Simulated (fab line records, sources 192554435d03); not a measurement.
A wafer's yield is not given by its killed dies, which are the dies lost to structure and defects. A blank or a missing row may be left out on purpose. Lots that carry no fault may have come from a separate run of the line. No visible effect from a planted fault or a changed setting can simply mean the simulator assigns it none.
What tool caused it? :: flow n5 finfet :: 11 lots with 33 wafers sampled at 2 steps, on a route of 1938 steps

WHAT THE GAUGES SHOWED, per wafer
N5_BEOL_M15_OVL_MEAS_29.
lot: L295
measured: day 12 08:49
on: overlay-02
M15_OVL (nm): 7 -1 -1

lot: L296
measured: day 13 02:36
on: overlay-02
M15_OVL (nm): 4 -5 0

lot: L298
measured: day 12 22:28
on: overlay-01
M15_OVL (nm): -6 -1 0

lot: L301
measured: day 13 15:51
on: overlay-01
M15_OVL (nm): -1 -2 -13

lot: L299
measured: day 13 19:46
on: overlay-02
M15_OVL (nm): -7 -3 -12

lot: L302
measured: day 13 23:56
on: overlay-01
M15_OVL (nm): -7 -1 -4

lot: L304
measured: day 14 05:38
on: overlay-02
M15_OVL (nm): -3 -3 0

lot: L306
measured: day 14 19:43
on: overlay-01
M15_OVL (nm): -3 2 -9

lot: L308
measured: day 15 16:33
on: overlay-01
M15_OVL (nm): 1 13 -5

lot: L315
measured: day 17 18:14
on: overlay-02
M15_OVL (nm): 1 1 -9

lot: L317
measured: day 17 21:11
on: overlay-02
M15_OVL (nm): 0 9 4

WHAT TOOL EACH LOT RAN ON (gives the tool, then ch and the chambers of the sampled wafers, and finally the start)
lot: L295
N5_BEOL_M2_SPUTTER_81: pvd sputter-03, day 7 03:21

lot: L296
N5_BEOL_M2_SPUTTER_81: pvd sputter-03, day 8 02:53

lot: L298
N5_BEOL_M2_SPUTTER_81: pvd sputter-01, day 8 04:55

lot: L301
N5_BEOL_M2_SPUTTER_81: pvd sputter-03, day 8 11:28

lot: L299
N5_BEOL_M2_SPUTTER_81: pvd sputter-01, day 8 12:28

lot: L302
N5_BEOL_M2_SPUTTER_81: pvd sputter-01, day 8 15:13

lot: L304
N5_BEOL_M2_SPUTTER_81: pvd sputter-03, day 9 09:08

lot: L306
N5_BEOL_M2_SPUTTER_81: pvd sputter-02, day 10 07:02

lot: L308
N5_BEOL_M2_SPUTTER_81: pvd sputter-02, day 10 21:41

lot: L315
N5_BEOL_M2_SPUTTER_81: pvd sputter-03, day 12 05:40

lot: L317
N5_BEOL_M2_SPUTTER_81: pvd sputter-03, day 12 19:10
- N5_BEOL_M2_SPUTTER_81: material Cu, target thk 4.5 nm, time 8.29 s.

THE ANSWER, worked out from the rows above alone
Rule: the usual values come from the lots themselves. Put in order of their means at a reading, lots are off if they are a third of the lots or fewer, leave a main group of 4 or more, and stand apart from it by a gap of 3 or more times the standard deviation of the main group's means; of several such gaps the widest counts. The tables above print the reading to a certain number of digits; a main group whose means all agree to those digits is not used. Also off: a lot with no number at a reading for which 4 or more lots have one. Any other lot the step has rows for is counted as sound.
Across all readings shown, no lot is off: no conclusion can be drawn from this.

WHAT THE SIMULATOR HAD INSERTED
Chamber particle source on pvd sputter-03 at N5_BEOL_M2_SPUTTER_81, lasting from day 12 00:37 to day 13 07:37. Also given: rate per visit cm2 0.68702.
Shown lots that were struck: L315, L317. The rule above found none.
